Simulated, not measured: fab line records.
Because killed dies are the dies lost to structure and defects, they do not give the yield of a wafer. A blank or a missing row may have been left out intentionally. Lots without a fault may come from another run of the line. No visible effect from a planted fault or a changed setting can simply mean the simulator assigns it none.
Comparing a struck lot with a sound one -- flow n5-finfet -- 16 out of 1938 route steps
Sound: the wafers L283.2, L283.4, L283.6. Wafers struck: L289.1, L289.3, L289.6. At the end, the cause is stated.
Each step with rows lists, per side, the tool, then ch with its chambers, then its first start. Under that, the readings that differ: sound wafers -- struck wafers -- difference of the means -- sigmas: that difference in standard deviations of wafers without a fault.
alike: same words and numbers on both sides, and readings whose means sit less than 2 such deviations apart. not compared: any withheld reading, any reading some wafer has no value for, any bound like >300 that may hide the same value, and any number with overlapping values for which the record gives no deviation.
The two part at a step that has a row with sigmas, a row that says differs or no value, or rows on one side only. Non-overlapping numbers with no deviation appear without sigmas and do not part them. Lack of a reading on every wafer of one side parts them only where that side has two or more wafers.

N5_WELL_APT_OVL_MEAS_09:
  sound on overlay-02 ch 0, day 2 13:36; struck on overlay-02 ch 0, day 4 02:03
  alike: NWELL_OVL
N5_WELL_APT_INSPECT_10: inspects for defects (macro).
  sound on defect-inspect-01, day 2 13:37; struck on defect-inspect-01, day 4 02:05
  alike: raw-defect-count
N5_WELL_APT_DESCUM_13: chemistry O2, time 7.9 s.
  sound on rie-diel-01 ch 1,3, day 2 13:40; struck on rie-diel-03 ch 0,1,2, day 4 02:08
  alike: drypump-motor-current-A, oes-product-au, rf-vpp-V, showerhead-plenum-p-Torr, throttle-valve-pct
  not compared: rf-hours-counter-h
then, 9 steps without rows for these wafers: N5_WELL_APT_IMPLANT_14; N5_WELL_APT_IMPLANT_15; N5_WELL_APT_STRIP_16 (strips in SPM, time 900 s); N5_WELL_APT_HMDS_18 (time 60 s); N5_WELL_APT_COAT_19 (resist thk 950 nm); N5_WELL_APT_EBR_21; N5_WELL_APT_SOFTBAKE_20 (time 60 s); N5_WELL_APT_EXPOSE_22 (exposes mask PWELL, defocus 0 nm, target cd 200 nm); N5_WELL_APT_PEB_23 (peb time 90 s).
N5_WELL_APT_DEVELOP_24: develop time 45 s.
  sound on litho-track-05 ch 0, day 2 14:46; struck on litho-track-01, day 4 03:04
  no value came back on the struck wafers for chill-plate-temp-C (C), develop-time-s (s); on the sound wafers chill-plate-temp-C (C) reads 22.93 22.95 22.94
reading,sound,struck,difference,sigmas
model.coat_of_WELL_APT_COAT_19.thk-nm (nm),935.6 935.9 940.2,950.6 948.8 949.9,+12.5,
then, 1 step without rows for these wafers: N5_WELL_APT_HARDBAKE_29 (time 120 s).
N5_WELL_APT_CD_MEAS_25: target cd 200 nm.
  sound on cd-sem-03 ch 0, day 2 14:52; struck on cd-sem-03 ch 0, day 4 03:10
reading,sound,struck,difference,sigmas
cd-nm (nm),201.8 197.6 196.9,- - -,no value on the struck wafers,
N5_WELL_APT_OVL_MEAS_26:
  sound on overlay-02 ch 0, day 2 14:54; struck on overlay-02 ch 0, day 4 03:12
reading,sound,struck,difference,sigmas
PWELL_OVL (nm),-3 -1 -5,- - -,no value on the struck wafers,

## WHERE THEY PART
Earliest at N5_WELL_APT_DEVELOP_24; latest, in this record, at N5_WELL_APT_OVL_MEAS_26.

WHY: whatever the simulator had introduced
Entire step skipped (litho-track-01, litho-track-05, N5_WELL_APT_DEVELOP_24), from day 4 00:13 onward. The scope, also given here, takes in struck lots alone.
